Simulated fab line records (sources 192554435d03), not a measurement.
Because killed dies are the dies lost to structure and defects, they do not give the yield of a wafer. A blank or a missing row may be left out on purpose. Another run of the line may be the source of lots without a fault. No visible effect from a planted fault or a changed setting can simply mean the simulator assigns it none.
Which tool did it? | flow n5_finfet | Sampling: 11 lots, 28 wafers, 5 of 1938 route steps

## WHAT THE GAUGES SHOWED, per wafer
N5_BEOL_M4_RC_MEAS_101. Usual: DIBL_N 36.6 mV/V, standard deviation 1.8; DIBL_P 37.1 mV/V, standard deviation 2.1; IOFF_N 0.17 nA/um, standard deviation 0.033; IOFF_P 0.23 nA/um, standard deviation 0.039; ION_N 681 uA/um, standard deviation 13; ION_P 467 uA/um, standard deviation 8.7; SS_N 71.6 mV/dec, standard deviation 0.59; SS_P 73.4 mV/dec, standard deviation 0.63; VT_N 249 mV, standard deviation 3.4; VT_P -249 mV, standard deviation 3.7.
lot  | measured     | on        | DIBL_N (mV/V)  | DIBL_P (mV/V)  | IOFF_N (nA/um) | IOFF_P (nA/um) | ION_N (uA/um) | ION_P (uA/um) | SS_N (mV/dec)  | SS_P (mV/dec)  | VT_N (mV)   | VT_P (mV)      | flag
L101 | day 8 16:04  | prober-01 | 38.0 38.2 38.5 | 40.2 38.5 40.0 | 0.19 0.18 0.18 | 0.25 0.21 0.24 | 693 672 686   | 471 456 468   | 71.1 71.4 71.2 | 73.5 72.3 73.1 | 245 249 249 | -248 -251 -248 |
L103 | day 8 20:31  | prober-01 | 35.7 39.7 36.5 | 34.3 39.0 35.1 | 0.13 0.20 0.15 | 0.18 0.24 0.18 | 659 683 682   | 458 468 461   | 71.4 72.0 71.5 | 73.7 74.4 73.4 | 254 248 248 | -255 -250 -254 |
L105 | day 9 23:52  | prober-02 | 37.5 37.0 37.9 | 38.9 38.5 38.8 | 0.18 0.18 0.18 | 0.21 0.22 0.21 | 692 690 673   | 469 468 455   | 71.5 71.0 71.7 | 73.4 73.3 73.7 | 248 248 253 | -253 -251 -254 |
L106 | day 9 21:34  | prober-01 | 35.8 37.5 36.1 | 37.8 39.7 38.7 | 0.19 0.22 0.20 | 0.25 0.27 0.24 | 699 687 696   | 476 468 473   | 71.5 72.4 71.7 | 73.2 74.6 73.2 | 245 242 246 | -246 -249 -245 |
L113 | day 11 23:00 | prober-02 | 36.6 34.4      | 36.7 34.3      | 0.15 0.12      | 0.17 0.14      | 659 656       | 448 446       | 73.0 71.8      | 73.7 73.4      | 252 253     | -257 -259      |
L114 | day 11 21:31 | prober-02 | 37.6 37.7      | 38.1 38.0      | 0.19 0.18      | 0.24 0.22      | 685 707       | 463 475       | 72.5 72.2      | 74.2 73.9      | 250 248     | -252 -252      |
L115 | day 12 05:12 | prober-02 | 36.0 36.4      | 36.4 36.4      | 0.16 0.17      | 0.23 0.23      | 664 671       | 462 463       | 71.3 72.0      | 72.6 72.9      | 253 249     | -250 -248      |
L116 | day 12 07:26 | prober-01 | 35.4 35.7 35.4 | 34.9 35.0 34.0 | 0.14 0.15 0.13 | 0.18 0.19 0.17 | 671 667 672   | 463 456 462   | 71.5 72.1 71.3 | 72.5 72.5 73.2 | 251 251 251 | -253 -252 -254 |
L117 | day 12 21:51 | prober-01 | 41.1 38.7 42.3 | 37.9 36.7 40.7 | 0.23 0.17 0.27 | 0.26 0.24 0.31 | 681 688 699   | 464 470 473   | 72.8 71.3 72.5 | 73.4 73.5 74.0 | 247 252 245 | -248 -248 -246 |
L118 | day 12 23:22 | prober-02 | 36.7 37.9      | 37.5 38.8      | 0.18 0.19      | 0.25 0.26      | 688 673       | 472 462       | 72.1 72.6      | 73.5 74.4      | 248 247     | -245 -247      |
L120 | day 13 04:14 | prober-01 | 41.7 36.8      | 43.4 36.5      | 0.33 0.17      | 0.40 0.23      | 728 681       | 499 472       | 72.3 71.1      | 75.2 73.5      | 237 248     | -238 -248      |

## WHAT TOOL EACH LOT RAN ON (gives the tool, then ch and the chambers of the sampled wafers, and finally the start)
lot  | N5_BEOL_M0_ETCH_128                | N5_BEOL_M0_CVD_115              | N5_BEOL_M0_SPUTTER_132       | N5_BEOL_M0_ANNEAL_119
L101 | rie_diel-06 ch 1,2, day 6 06:15    | cvd_co-02 ch 0,2, day 6 07:44   | pvd_sputter-03, day 6 08:01  | rtp_anneal-02 ch 0, day 6 08:42
L103 | rie_diel-06 ch 1,2,3, day 6 20:43  | cvd_co-02 ch 0,1,2, day 6 21:50 | pvd_sputter-01, day 6 23:52  | rtp_anneal-02 ch 0, day 7 00:26
L105 | rie_diel-01 ch 0,2, day 7 10:44    | cvd_co-01 ch 0,1,2, day 7 13:53 | pvd_sputter-02, day 7 14:07  | rtp_anneal-01 ch 0, day 7 14:42
L106 | rie_diel-06 ch 0,3, day 7 16:32    | cvd_co-02 ch 0,2, day 7 18:43   | pvd_sputter-02, day 7 18:59  | rtp_anneal-02 ch 0, day 7 19:28
L113 | rie_diel-01 ch 0,2, day 9 10:34    | cvd_co-02 ch 0, day 9 12:17     | pvd_sputter-03, day 9 12:34  | rtp_anneal-02 ch 0, day 9 13:19
L114 | rie_diel-04 ch 1,2, day 9 10:36    | cvd_co-02 ch 1, day 9 12:22     | pvd_sputter-01, day 9 12:41  | rtp_anneal-01 ch 0, day 9 13:25
L115 | rie_diel-01 ch 0,1, day 9 23:14    | cvd_co-02 ch 1, day 10 00:43    | pvd_sputter-01, day 10 00:59 | rtp_anneal-01 ch 0, day 10 01:47
L116 | rie_diel-01 ch 1,3, day 10 04:38   | cvd_co-01 ch 0,1, day 10 05:40  | pvd_sputter-01, day 10 05:55 | rtp_anneal-01 ch 0, day 10 06:27
L117 | rie_diel-01 ch 0,1,3, day 10 09:11 | cvd_co-01 ch 0,2, day 10 11:05  | pvd_sputter-01, day 10 11:21 | rtp_anneal-02 ch 0, day 10 11:55
L118 | rie_diel-06 ch 1,3, day 10 21:13   | cvd_co-01 ch 2, day 10 23:26    | pvd_sputter-03, day 10 23:42 | rtp_anneal-02 ch 0, day 11 00:11
L120 | rie_diel-01 ch 2,3, day 11 00:17   | cvd_co-01 ch 0,1, day 11 01:22  | pvd_sputter-02, day 11 03:11 | rtp_anneal-01 ch 0, day 11 03:55
- N5_BEOL_M0_ETCH_128: etches SiCN in CF4/N2, target depth 12 nm, overetch 5.1 nm, time 21.4 s.
- N5_BEOL_M0_CVD_115: deposits Co from CCTBA/H2, time 120 s.
- N5_BEOL_M0_SPUTTER_132: material Cu, target thk 4 nm, time 7.37 s.
- N5_BEOL_M0_ANNEAL_119: time 90 s.

## WHAT THE TOOLS THEMSELVES READ (means of the sampled wafers that have a number; where no wafer has one, the mark that the record gives instead)
N5_BEOL_M0_ETCH_128. Usual: drypump_motor_current_A 5.7 A, standard deviation 0.38; oes_product_au 0.55 a.u., standard deviation 0.052; rf_vpp_V 382.4 V, standard deviation 1.9; showerhead_plenum_p_Torr 2.21 Torr, standard deviation 0.072; throttle_valve_pct 15.47 %, standard deviation 0.25.
lot  | tool        | drypump_motor_current_A (A) | oes_product_au (a.u.) | rf_vpp_V (V) | showerhead_plenum_p_Torr (Torr) | throttle_valve_pct (%) | flag
L101 | rie_diel-06 | 5.4                         | 0.59                  | 381.4        | 2.20                            | 15.36                  |
L103 | rie_diel-06 | 5.7                         | 0.56                  | 382.4        | 2.19                            | 15.39                  |
L105 | rie_diel-01 | 6.1                         | 0.65                  | 385.2        | 2.32                            | 15.15                  |
L106 | rie_diel-06 | 6.0                         | 0.53                  | 380.3        | 2.14                            | 15.62                  |
L113 | rie_diel-01 | 5.9                         | 0.61                  | 383.7        | 2.29                            | 15.23                  |
L114 | rie_diel-04 | 5.5                         | 0.48                  | 382.4        | 2.22                            | 15.72                  |
L115 | rie_diel-01 | 6.0                         | 0.55                  | 383.8        | 2.27                            | 15.45                  |
L116 | rie_diel-01 | 5.4                         | 0.54                  | 382.2        | 2.22                            | 15.63                  |
L117 | rie_diel-01 | 5.8                         | 0.55                  | 384.0        | 2.25                            | 15.49                  |
L118 | rie_diel-06 | 5.8                         | 0.58                  | 384.0        | 2.26                            | 15.30                  |
L120 | rie_diel-01 | 5.3                         | 0.58                  | 383.6        | 2.24                            | 15.49                  |

N5_BEOL_M0_CVD_115. Usual: run_length_s 142.9 s, standard deviation 0.32.
lot  | tool      | run_length_s (s) | flag
L101 | cvd_co-02 | 142.9            |
L103 | cvd_co-02 | 143.0            |
L105 | cvd_co-01 | 142.8            |
L106 | cvd_co-02 | 142.8            |
L113 | cvd_co-02 | 185.3            | OFF
L114 | cvd_co-02 | 164.2            | OFF
L115 | cvd_co-02 | 185.3            | OFF
L116 | cvd_co-01 | 142.8            |
L117 | cvd_co-01 | 143.1            |
L118 | cvd_co-01 | 143.1            |
L120 | cvd_co-01 | 143.2            |

N5_BEOL_M0_SPUTTER_132. Usual: throttle_valve_pct 29.7 %, standard deviation 0.94.
lot  | tool           | throttle_valve_pct (%) | flag
L101 | pvd_sputter-03 | 30.2                   |
L103 | pvd_sputter-01 | 30.6                   |
L105 | pvd_sputter-02 | 28.9                   |
L106 | pvd_sputter-02 | 28.4                   |
L113 | pvd_sputter-03 | 29.2                   |
L114 | pvd_sputter-01 | 29.8                   |
L115 | pvd_sputter-01 | 29.7                   |
L116 | pvd_sputter-01 | 30.5                   |
L117 | pvd_sputter-01 | 30.3                   |
L118 | pvd_sputter-03 | 28.7                   |
L120 | pvd_sputter-02 | 29.4                   |

N5_BEOL_M0_ANNEAL_119. Usual: wafer_temp_C_max 226.6, standard deviation 0.37.
lot  | tool          | wafer_temp_C_max | flag
L101 | rtp_anneal-02 | 226.5            |
L103 | rtp_anneal-02 | 226.6            |
L105 | rtp_anneal-01 | 226.8            |
L106 | rtp_anneal-02 | 226.3            |
L113 | rtp_anneal-02 | 226.2            |
L114 | rtp_anneal-01 | 226.9            |
L115 | rtp_anneal-01 | 226.8            |
L116 | rtp_anneal-01 | 227.0            |
L117 | rtp_anneal-02 | 226.4            |
L118 | rtp_anneal-02 | 226.4            |
L120 | rtp_anneal-01 | 226.6            |

## THE ANSWER, worked out from the rows above alone
Rule: lot off if the mean of its wafers having a number is beyond 3 standard deviations from the usual mean. A lot without any number at a reading at which 4 lots or more have one is off too. All remaining lots with rows at the step are treated as sound. The gauges are gone through in route order, then the tools' own readings, and for those a lot's mean is taken as printed above. At the first step where some lot is off, the reading lying furthest off is the one used; lots without a number count as furthest.
Off, at N5_BEOL_M0_CVD_115 on run_length_s: L113, L114, L115.
A tool fits if, at that step or a process step before it, it ran every lot that is off, and no sound lot after the first of them. One fits: cvd_co-02 at N5_BEOL_M0_CVD_115. Its last sound lot is L106 (day 7 18:43), its first lot that is off L113 (day 9 12:17): a fault that began between those two fits.
On the lots that are off, the tool's own readings at N5_BEOL_M0_CVD_115 differ by more than 5 times the standard deviation of the sound lots' means, which bears it out; run_length_s reads 178.3 s there versus 143.0 s on the sound lots.

## WHAT THE SIMULATOR PUT IN
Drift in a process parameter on cvd_co-02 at N5_BEOL_M0_CVD_115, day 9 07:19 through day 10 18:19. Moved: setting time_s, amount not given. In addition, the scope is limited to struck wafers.
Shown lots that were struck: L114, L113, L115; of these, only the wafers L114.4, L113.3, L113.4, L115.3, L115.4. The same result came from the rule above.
